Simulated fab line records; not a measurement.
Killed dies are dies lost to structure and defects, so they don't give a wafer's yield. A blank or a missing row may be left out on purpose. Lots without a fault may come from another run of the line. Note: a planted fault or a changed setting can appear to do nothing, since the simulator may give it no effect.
Matching of chambers -- flow n5-finfet -- pecvd-04 running N5_BEOL_M12_ILD_DEP_00: 3 sister chambers
The step deposits SiOC from DEMS/O2, target thk 658.92 nm, time 130.7 s. 6 wafers are shown with their chamber, then 12 later ones without.

EACH WAFER AND ITS CHAMBER
wafer,chamber,throttle-valve-pct (%),showerhead-plenum-p-Torr (Torr)
L083.1,2,10.8,5.687
L085.2,2,10.9,5.700
L085.4,1,12.1,5.693
L084.2,0,12.3,5.710
L084.4,0,12.6,5.710
L084.6,1,12.4,5.699

WAFERS WHOSE CHAMBER IS MISSING
wafer,throttle-valve-pct (%),showerhead-plenum-p-Torr (Torr)
L087.2,12.6,5.712
L087.4,12.1,5.687
L087.5,11.2,5.679
L091.1,12.3,5.695
L091.2,11.6,5.709
L091.4,11.2,5.702
L095.2,12.5,5.701
L095.4,12.6,5.708
L095.6,12.7,5.720
L097.4,12.7,5.706
L097.5,12.5,5.675
L097.6,11.2,5.699

WHICH CHAMBER EACH WENT THROUGH
wafer,from the rows above,in truth
L087.2,0,0
L087.4,1,1
L087.5,2,2
L091.1,1,1
L091.2,can't be placed: 1 or 0 or 2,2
L091.4,2,2
L095.2,can't be placed: 0 or 1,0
L095.4,can't be placed: 0 or 1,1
L095.6,0,0
L097.4,can't be placed: 0 or 1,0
L097.5,1,1
L097.6,2,2
8 of 12 placed correctly. Can't be placed from these rows: 4 (the true chamber is among the candidates in 4). 0 placed wrongly.
How it was worked out, from the rows above alone: a wafer's distance from a chamber is the root of the sum, over the readings, of the square of ((its reading less the chamber's mean) divided by the reading's scatter). If the next closest chamber is less than 2 further off than the closest, the wafer can't be placed; otherwise it belongs to the closest. The mean given for a chamber averages the wafers shown for that chamber. The scatter is the square root of a quotient: the sum, over the shown wafers, of each reading's squared deviation from its chamber's mean, divided by wafers minus chambers.
